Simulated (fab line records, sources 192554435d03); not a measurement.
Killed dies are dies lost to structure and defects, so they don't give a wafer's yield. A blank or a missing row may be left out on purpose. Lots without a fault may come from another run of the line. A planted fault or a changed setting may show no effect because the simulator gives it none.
Split-lot experiment | flow n5_finfet | 7 lots, 21 wafers read, on a route of 1938 steps

THE SPLIT
At N5_DUMMY_GATE_COAT_28 (time 60 s, resist thk 10 nm), the setting spin_rpm was moved away from the recipe's 1500 rpm on 7 of the 21 wafers read, by -9.1% to +8.7%. The other wafers ran this setting at the recipe's value.

The reading is taken at the split's own step.

THE READING
underlayer_of_DUMMY_GATE_COAT_28.thk_nm (the simulator's own value, which no gauge read), in nm, at N5_DUMMY_GATE_COAT_28 (time 60 s, resist thk 10 nm). The file gives no usual value for it.

wafer  | tool, chamber at the split | spin_rpm as run, rpm | against the recipe | underlayer_of_DUMMY_GATE_COAT_28.thk_nm, nm | against lot-mates on the recipe
L080.2 | litho_track-05, 0          | 1500                 | recipe             | 10                                          | -
L080.3 | litho_track-05, 0          | 1500                 | recipe             | 10                                          | -
L080.6 | litho_track-05, 0          | 1500                 | recipe             | 10                                          | -
L084.1 | litho_track-01, 0          | 1500                 | recipe             | 10                                          | -
L084.4 | litho_track-01, 0          | 1631                 | +8.7%              | 9.6                                         | -0.4
L084.5 | litho_track-01, 0          | 1631                 | +8.7%              | 9.6                                         | -0.4
L086.2 | litho_track-04, 0          | 1500                 | recipe             | 10                                          | -
L086.3 | litho_track-04, 0          | 1500                 | recipe             | 10                                          | -
L086.5 | litho_track-04, 0          | 1500                 | recipe             | 10                                          | -
L087.4 | litho_track-01, 0          | 1500                 | recipe             | 10                                          | -
L087.5 | litho_track-01, 0          | 1381                 | -7.9%              | 10.4                                        | +0.4
L087.6 | litho_track-01, 0          | 1381                 | -7.9%              | 10.4                                        | +0.4
L088.1 | litho_track-01, 0          | 1500                 | recipe             | 10                                          | -
L088.4 | litho_track-01, 0          | 1500                 | recipe             | 10                                          | -
L088.5 | litho_track-01, 0          | 1363                 | -9.1%              | 10.4                                        | +0.4
L091.1 | litho_track-01, 0          | 1500                 | recipe             | 10                                          | -
L091.3 | litho_track-01, 0          | 1500                 | recipe             | 10                                          | -
L091.6 | litho_track-01, 0          | 1500                 | recipe             | 10                                          | -
L096.1 | litho_track-04, 0          | 1371                 | -8.6%              | 10.4                                        | +0.4
L096.6 | litho_track-04, 0          | 1371                 | -8.6%              | 10.4                                        | +0.4
L096.5 | litho_track-04, 0          | 1500                 | recipe             | 10                                          | -

THE FIT
A straight line over all 21 wafers: underlayer_of_DUMMY_GATE_COAT_28.thk_nm changes by -0.0467 nm for each +1% of spin_rpm; r = -1.00; the points scatter about the line by 0.011 nm.
The same after taking each lot's own level away (the mean of its wafers on the recipe; 21 wafers): -0.0467 nm for each +1%; r = -1.00; scatter 0.011 nm.
On that fit, the largest move of spin_rpm shifts the reading by 0.43 nm.
The lots' own levels span 10.00 to 10.00 nm.
So the lot-to-lot level changes the slope little: the two slopes agree.
Check: with one of the wafers moved furthest among these (-9.1%) left out of the fit, the line predicts +0.435 nm for it against its lot-mates. It came out at +0.4 nm against them.

OTHER SPLITS ON THESE WAFERS
These wafers also went through other splits before the reading. Each is held against what the fit with the lots' levels taken away leaves over:
other split on the same wafers        | wafers away from the commonest value | r with underlayer_of_DUMMY_GATE_COAT_28.thk_nm (lot level and that fit taken away)
N5_WELL_APT_PEB_06 peb_time_s         | 8                                    | -0.52
N5_WELL_APT_DEVELOP_07 develop_time_s | 4                                    | -0.42
N5_FIN_SAQP_EXPOSE_13 dose_mj         | 5                                    | +0.44
N5_FIN_SAQP_DEVELOP_15 develop_time_s | 6                                    | -0.53

THE FILE'S OWN FIT
underlayer_of_DUMMY_GATE_COAT_28.thk_nm changes by -0.0464 nm for each +1% of spin_rpm, r = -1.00.
